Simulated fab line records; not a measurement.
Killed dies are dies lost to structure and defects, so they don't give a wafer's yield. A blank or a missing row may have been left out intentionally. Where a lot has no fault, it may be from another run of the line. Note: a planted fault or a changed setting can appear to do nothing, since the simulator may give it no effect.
fab line records	flow nand_harc
record: lots: 14	wafers: 42	last_day: 24
route steps=1159 shown A_SLIT@790
lots with no fault: from the same line, run without faults
start_h: hours from the record's first day to the start of the lot's first wafer shown	wait_h: hours since the lot's step before	" unchanged from the row above	L1.1+2: several wafers, shown together as one row	- no value, or no start given	* or withheld: withheld	< > ~ a bound
route shown NAME@n: a module of which the file shows steps, and the number in the route of the first	usual: average and standard deviation across the fault-free wafers	same: alike in all rows	chamber/n: place in a boat	sites: each site's reading	_std_site: the values' standard deviation	_edge_site: mean of outer sites minus mean of inner sites	radius_mm: how far each site lies from the wafer's centre	mask NAME#n: copy n	behind: the tool/chamber that last shaped the wafer	hold: why the lot was held/for how many hours/how that ended	device: the transistor (n, p or np) that didn't switch	end of line: the tests these same wafers got at the end of their route	where a step has no rows: the recipe by itself	killed: count of dies lost to structure and defects at first sort (not the wafer's yield)	map: a wafer's dies, marking killed ones x, the rest . and places with no die _
set.NAME: setting as actually run; set.NAME@STEP: the setting as run at that earlier step	model.NAME: the simulator's own value behind a step, which no gauge read
the route's steps for a sample of lots (tables are steps, rows are wafers)
services: from which hour (start_h, from the record's first day; less than 0 if before it) a tool's chamber was out of use, for how many hours, and why
== steps ==
step: NHARC_A_SLIT_CD_MEAS_09
recipe: target_cd_nm: 300	landing_energy_ev: 500
usual: cd_nm: 300.0/0.56
lot.wafer	tool	chamber	start_h	wait_h	cd_nm
L349.4	cd_sem-03	0	324.26	-	300.4
L349.5	"	0	"	"	300.9
L349.6	"	0	"	"	300.6
L348.1	cd_sem-01	0	327.54	-	300.2
L348.2	"	0	"	"	300.3
L348.6	"	0	"	"	300.6
L351.1	cd_sem-01	0	344.07	-	299.2
L351.5	"	0	"	"	300.0
L351.6	"	0	"	"	299.5
L354.3	cd_sem-02	0	346.45	-	299.6
L354.5	"	0	"	"	299.4
L354.6	"	0	"	"	300.0
L353.1	cd_sem-03	0	346.69	-	299.5
L353.3	"	0	"	"	300.1
L353.4	"	0	"	"	300.0
L352.2	cd_sem-02	0	346.86	-	300.4
L352.3	"	0	"	"	300.8
L352.4	"	0	"	"	300.0
L355.2	cd_sem-03	0	360.90	-	300.2
L355.4	"	0	"	"	300.8
L355.5	"	0	"	"	299.9
L356.1	cd_sem-03	0	374.52	-	299.5
L356.2	"	0	"	"	299.8
L356.3	"	0	"	"	299.6
L357.1	cd_sem-02	0	374.67	-	300.1
L357.4	"	0	"	"	299.3
L357.6	"	0	"	"	299.9
L367.3	cd_sem-02	0	432.84	-	300.5
L367.5	"	0	"	"	301.0
L367.6	"	0	"	"	300.0
L368.1	cd_sem-02	0	433.29	-	299.7
L368.2	"	0	"	"	299.7
L368.6	"	0	"	"	300.4
L369.3	cd_sem-03	0	433.90	-	298.3
L369.5	"	0	"	"	299.4
L369.6	"	0	"	"	300.0
L366.1	cd_sem-01	0	434.78	-	299.3
L366.3	"	0	"	"	300.4
L366.4	"	0	"	"	299.0
L370.1	cd_sem-01	0	453.21	-	300.1
L370.2	"	0	"	"	299.0
L370.4	"	0	"	"	298.6
step: NHARC_A_SLIT_OVL_MEAS_10
usual: overlay_x_nm: 0.3/0.72	overlay_y_nm: 0.3/0.74
lot.wafer	tool	chamber	start_h	wait_h	overlay_x_nm	overlay_y_nm
L349.4	overlay-01	-	324.35	-	0.1	0.5
L349.5	"	-	"	"	-0.2	0.2
L349.6	"	-	"	"	0.0	-0.5
L348.1	overlay-02	-	327.63	-	-0.2	0.1
L348.2	"	-	"	"	-0.1	-0.1
L348.6	"	-	"	"	0.1	-0.3
L351.1	overlay-01	-	344.16	-	-0.3	1.0
L351.5	"	-	"	"	0.4	1.5
L351.6	"	-	"	"	-0.4	1.1
L354.3	overlay-02	-	346.53	-	1.0	0.2
L354.5	"	-	"	"	1.1	0.6
L354.6	"	-	"	"	0.9	0.5
L353.1	overlay-01	-	346.77	-	0.2	-0.5
L353.3	"	-	"	"	0.2	-0.3
L353.4	"	-	"	"	0.0	0.3
L352.2	overlay-02	-	346.95	-	1.8	1.8
L352.3	"	-	"	"	1.3	1.5
L352.4	"	-	"	"	0.9	1.4
L355.2	overlay-02	-	360.98	-	0.4	1.1
L355.4	"	-	"	"	0.1	0.5
L355.5	"	-	"	"	-0.5	1.1
L356.1	overlay-01	-	374.61	-	-0.4	0.2
L356.2	"	-	"	"	0.1	0.1
L356.3	"	-	"	"	-0.1	-0.2
L357.1	overlay-01	-	374.76	-	0.7	0.2
L357.4	"	-	"	"	0.9	0.3
L357.6	"	-	"	"	0.5	-0.4
L367.3	overlay-01	-	432.92	-	1.4	0.9
L367.5	"	-	"	"	0.9	1.1
L367.6	"	-	"	"	1.3	0.4
L368.1	overlay-02	-	433.38	-	-0.5	-0.3
L368.2	"	-	"	"	-0.2	-0.2
L368.6	"	-	"	"	-0.5	-0.2
L369.3	overlay-01	-	433.98	-	0.2	0.5
L369.5	"	-	"	"	-0.2	-0.1
L369.6	"	-	"	"	-0.9	0.1
L366.1	overlay-02	-	434.87	-	-0.5	1.5
L366.3	"	-	"	"	-0.9	1.1
L366.4	"	-	"	"	-0.7	1.0
L370.1	overlay-02	-	453.32	-	-0.4	0.1
L370.2	"	-	"	"	0.0	-0.9
L370.4	"	-	"	"	-0.6	-0.1
step: NHARC_A_SLIT_ETCH_26
recipe: bias_v: 400	source_w: 2000	pressure_mtorr: 25	time_s: 90	ar_flow_sccm: 375	c4f8_flow_sccm: 41.7	o2_flow_sccm: 83.3	target_depth_a: 4000	chemistry: C4F8/O2/Ar
usual: bias_v: 400/3.8	c4f8_flow_sccm: 41.69/0.14	drypump_motor_current_A: 5.79/0.19	showerhead_plenum_p_Torr: 3.69/0.16	throttle_valve_pct: 27.619/0.0074
lot.wafer	tool	chamber	start_h	wait_h	bias_v	c4f8_flow_sccm	drypump_motor_current_A	rf_hours_counter_h	showerhead_plenum_p_Torr	throttle_valve_pct
L349.4	har_etch-02	1	326.92	0.6	401	41.52	5.78	-	3.52	27.615
L349.6	"	0	"	"	400	41.79	5.63	-	3.88	27.621
L349.5	"	1	"	"	407	41.83	5.77	-	3.52	27.611
L348.1	har_etch-01	1	329.98	1.2	399	41.71	5.69	5	3.83	27.626
L348.2	"	0	"	"	402	41.67	6.18	5	3.60	27.620
L348.6	"	0	"	"	400	41.69	6.19	-	3.60	27.620
L351.1	har_etch-01	1	346.52	1.2	401	41.77	5.69	11	3.83	27.625
L351.5	"	1	"	"	401	41.61	5.71	-	3.83	27.620
L351.6	"	0	"	"	400	41.57	6.15	-	3.59	27.615
L354.3	har_etch-02	0	348.95	0.8	397	41.63	5.62	-	3.87	27.626
L354.6	"	0	"	"	404	41.71	5.63	-	3.87	27.614
L354.5	"	1	"	"	402	41.60	5.81	-	3.51	27.611
L353.1	har_etch-01	0	349.11	1.2	394	41.64	6.17	12	3.59	27.617
L353.3	"	0	"	"	397	41.38	6.18	-	3.59	27.625
L353.4	"	1	"	"	393	41.61	5.72	-	3.83	27.620
L352.2	har_etch-02	0	350.58	1.0	401	42.09	5.61	184	3.87	27.617
L352.4	"	1	"	"	405	41.70	5.78	-	3.51	27.622
L352.3	"	0	"	"	402	41.80	5.61	-	3.87	27.618
L355.2	har_etch-01	1	363.34	1.2	404	41.79	5.70	18	3.83	27.624
L355.4	"	0	"	"	403	41.92	6.17	-	3.59	27.619
L355.5	"	0	"	"	400	41.97	6.16	-	3.59	27.631
L356.1	har_etch-02	0	377.55	1.2	-	-	-	-	-	-
L356.2	"	1	"	"	-	-	-	-	-	-
L356.3	"	0	"	"	-	-	-	-	-	-
L357.1	har_etch-01	1	378.48	1.2	-	-	-	-	-	-
L357.4	"	0	"	"	-	-	-	-	-	-
L357.6	"	1	"	"	-	-	-	-	-	-
L367.3	har_etch-02	0	438.55	0.8	402	41.34	5.63	-	3.85	27.624
L367.5	"	0	"	"	395	41.47	5.64	-	3.85	27.610
L367.6	"	1	"	"	401	41.65	5.77	-	3.49	27.628
L368.2	har_etch-02	1	440.15	1.2	399	41.70	5.79	227	3.49	27.622
L368.1	"	0	"	"	401	41.68	5.64	227	3.85	27.624
L368.6	"	1	"	"	399	41.82	5.77	-	3.49	27.613
L369.3	har_etch-02	1	441.93	0.6	404	41.89	5.78	-	3.49	27.610
L369.5	"	0	"	"	401	41.68	5.63	-	3.85	27.609
L369.6	"	1	"	"	390	41.77	5.80	-	3.49	27.611
L366.1	har_etch-01	1	442.45	1.0	398	41.63	5.74	53	3.81	27.618
L366.3	"	0	"	"	397	41.57	6.17	-	3.57	27.632
L366.4	"	1	"	"	402	41.60	5.73	-	3.81	27.615
L370.2	har_etch-02	0	455.67	1.2	405	41.55	5.61	234	3.84	27.618
L370.1	"	1	"	"	400	41.62	5.79	234	3.49	27.627
L370.4	"	1	"	"	396	41.62	5.80	-	3.49	27.612
step: NHARC_A_SLIT_ETCH_29
recipe: target_depth_a: 1000	overetch_a: 100	time_s: 55	ion_energy_ev: 100	cf4_flow_sccm: 80	o2_flow_sccm: 20	ar_flow_sccm: 0	rf_w: 300	bias_w: 100	chemistry: CF4/O2
usual: bias_w: 100.03/0.3	cf4_flow_sccm: 80.06/0.23	drypump_motor_current_A: 5.8/0.52	oes_product_au: 1.002/0.011	rf_vpp_V: 197.9/1.5	showerhead_plenum_p_Torr: 1.33/0.071	throttle_valve_pct: 13.397/0.0084
lot.wafer	tool	chamber	start_h	wait_h	bias_w	cf4_flow_sccm	drypump_motor_current_A	oes_product_au	rf_hours_counter_h	rf_vpp_V	showerhead_plenum_p_Torr	throttle_valve_pct
L349.4	rie_diel-01	2	327.44	0.1	100.07	79.99	6.0	1.015	0	195.3	1.27	13.392
L349.6	"	2	"	"	100.16	79.91	6.0	1.017	-	195.8	1.27	13.386
L349.5	"	3	"	"	99.73	79.77	5.8	1.013	-	198.3	1.30	13.407
L348.1	rie_diel-08	3	330.60	0.1	99.50	80.34	5.6	0.989	2	197.3	1.34	13.380
L348.2	"	0	"	"	100.34	79.81	6.3	1.001	2	197.9	1.32	13.407
L348.6	"	3	"	"	99.67	80.00	5.6	0.986	-	197.5	1.34	13.378
L351.1	rie_diel-12	3	347.20	0.1	100.36	80.09	5.0	0.990	11	196.3	1.27	13.389
L351.5	"	2	"	"	100.32	80.25	5.8	0.997	-	200.4	1.44	13.392
L351.6	"	3	"	"	100.04	79.94	5.0	0.999	-	196.7	1.27	13.393
L354.3	rie_diel-01	0	349.52	0.1	100.16	79.69	6.0	1.008	2	196.2	1.25	13.402
L354.5	"	1	"	"	100.86	79.98	4.8	1.000	-	199.8	1.42	13.404
L354.6	"	2	"	"	100.20	79.81	6.0	1.006	-	197.7	1.27	13.389
L353.4	rie_diel-12	3	349.72	0.1	100.29	80.12	5.0	0.981	11	195.3	1.27	13.405
L353.1	"	0	"	"	99.54	79.92	6.5	1.003	12	199.7	1.43	13.404
L353.3	"	1	"	"	100.17	80.13	6.3	0.988	9	199.4	1.42	13.400
L352.4	rie_diel-01	1	351.16	0.1	100.09	79.89	4.8	0.998	1	198.4	1.42	13.392
L352.3	"	2	"	"	99.84	79.99	6.0	1.012	1	197.2	1.27	13.402
L352.2	"	3	"	"	100.59	79.90	5.8	1.024	2	196.7	1.30	13.406
L355.2	rie_diel-01	2	363.96	0.1	99.90	79.63	6.0	1.013	2	196.5	1.27	13.391
L355.4	"	0	"	"	99.95	80.10	6.0	1.019	3	197.8	1.25	13.410
L355.5	"	3	"	"	99.45	79.90	5.8	1.018	-	197.0	1.30	13.389
L356.1	rie_diel-01	0	378.16	0.1	99.99	79.42	6.0	1.001	4	195.7	1.25	13.397
L356.2	"	2	"	"	99.53	80.10	6.0	1.018	4	196.8	1.27	13.392
L356.3	"	3	"	"	99.94	80.11	5.8	1.022	4	197.0	1.30	13.389
L357.1	rie_diel-08	1	379.10	0.1	99.66	80.36	6.0	1.009	6	195.4	1.25	13.398
L357.4	"	3	"	"	99.72	80.23	5.6	0.995	7	197.7	1.34	13.403
L357.6	"	0	"	"	100.24	80.14	6.3	1.003	-	198.4	1.32	13.409
L367.3	rie_diel-08	1	439.10	0.1	100.13	80.07	5.9	0.994	9	197.3	1.25	13.387
L367.5	"	1	"	"	100.47	80.20	5.9	1.000	-	196.6	1.25	13.406
L367.6	"	2	"	"	99.90	80.01	5.3	0.992	-	197.8	1.29	13.402
L368.2	rie_diel-12	0	440.76	0.1	100.01	80.07	6.5	0.980	6	200.2	1.43	13.396
L368.1	"	3	"	"	100.11	80.17	5.0	0.995	6	197.4	1.27	13.399
L368.6	"	1	"	"	100.46	80.11	6.2	0.993	-	199.9	1.42	13.404
L369.3	rie_diel-12	3	442.46	0.1	99.67	80.49	5.0	1.001	6	195.1	1.27	13.402
L369.5	"	2	"	"	99.33	79.92	5.8	0.996	-	198.9	1.43	13.389
L369.6	"	3	"	"	100.07	79.97	5.0	0.997	-	195.7	1.27	13.406
L366.4	rie_diel-01	0	443.03	0.1	99.79	80.15	6.1	1.013	9	195.6	1.25	13.418
L366.3	"	1	"	"	99.86	79.92	4.8	1.008	9	199.4	1.41	13.402
L366.1	"	2	"	"	100.16	79.93	6.0	1.002	8	197.0	1.27	13.402
L370.1	rie_diel-01	3	456.28	0.1	100.15	79.95	5.8	1.017	9	198.1	1.30	13.391
L370.2	"	0	"	"	100.05	80.01	6.1	1.001	9	195.5	1.25	13.387
L370.4	"	2	"	"	100.07	80.03	6.0	1.003	9	197.0	1.27	13.396
== services ==
tool	chamber	start_h	hours	kind
har_etch-01	-	305.00	17.0	pm
rie_diel-01	-	314.85	9.0	pm
rie_diel-01	0	314.85	9.0	vent_cycle
rie_diel-01	1	314.85	9.0	vent_cycle
rie_diel-01	2	314.85	9.0	vent_cycle
rie_diel-01	3	314.85	9.0	vent_cycle
rie_diel-12	-	322.54	0.5	repair
rie_diel-08	2	323.80	4.1	repair
rie_diel-01	0	323.85	-	clean
rie_diel-01	1	323.85	-	clean
rie_diel-01	2	323.85	-	clean
rie_diel-01	3	323.85	-	clean
rie_diel-12	1	325.28	4.4	repair
rie_diel-01	-	344.61	0.8	repair
rie_diel-01	0	348.35	-	clean
rie_diel-01	1	348.35	-	clean
rie_diel-01	2	348.35	-	clean
rie_diel-01	3	348.35	-	clean
har_etch-02	-	354.44	2.6	repair
rie_diel-12	-	379.48	9.0	pm
rie_diel-08	2	404.82	6.8	repair
rie_diel-01	2	417.81	4.4	repair
rie_diel-08	1	429.20	4.5	repair
rie_diel-08	2	448.00	11.9	repair
== key ==
first_sign: step: NHARC_A_SLIT_ETCH_26	reading: tool_record	direction: missing
effect none on later readings
met_at NHARC_A_SLIT_ETCH_26
struck_lots L356,L357
later_rows_left_out L356.1,L356.2,L356.3,L357.1,L357.4,L357.6
sort_left_out L356.1,L356.2,L356.3,L357.1,L357.4,L357.6
tester_left_out L356,L357
not_acting_at NHARC_A_SLIT_CD_MEAS_09,NHARC_A_SLIT_OVL_MEAS_10,NHARC_A_SLIT_ETCH_29
onset_between 363.34 377.55
fault: kind: skipped_step_whole	tool: har_etch-01,har_etch-02	chamber: -	onset_h: 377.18	steps: NHARC_A_SLIT_ETCH_26	scope: struck_lots_only
tester_left_out: of these lots the tester's yield and bins aren't shown, on N5 and GAA mostly nor the transistor test; their killed dies are dies lost to structure and defects alone, not to doping, threshold or leakage, so they don't give the yield
sort_left_out: the simulated sort isn't trusted on such a fault, so these wafers' sort isn't shown, and their yield isn't known
later_rows_left_out: the simulator's readings of these wafers behind a module that went badly wrong aren't trusted and aren't shown, but for the sort
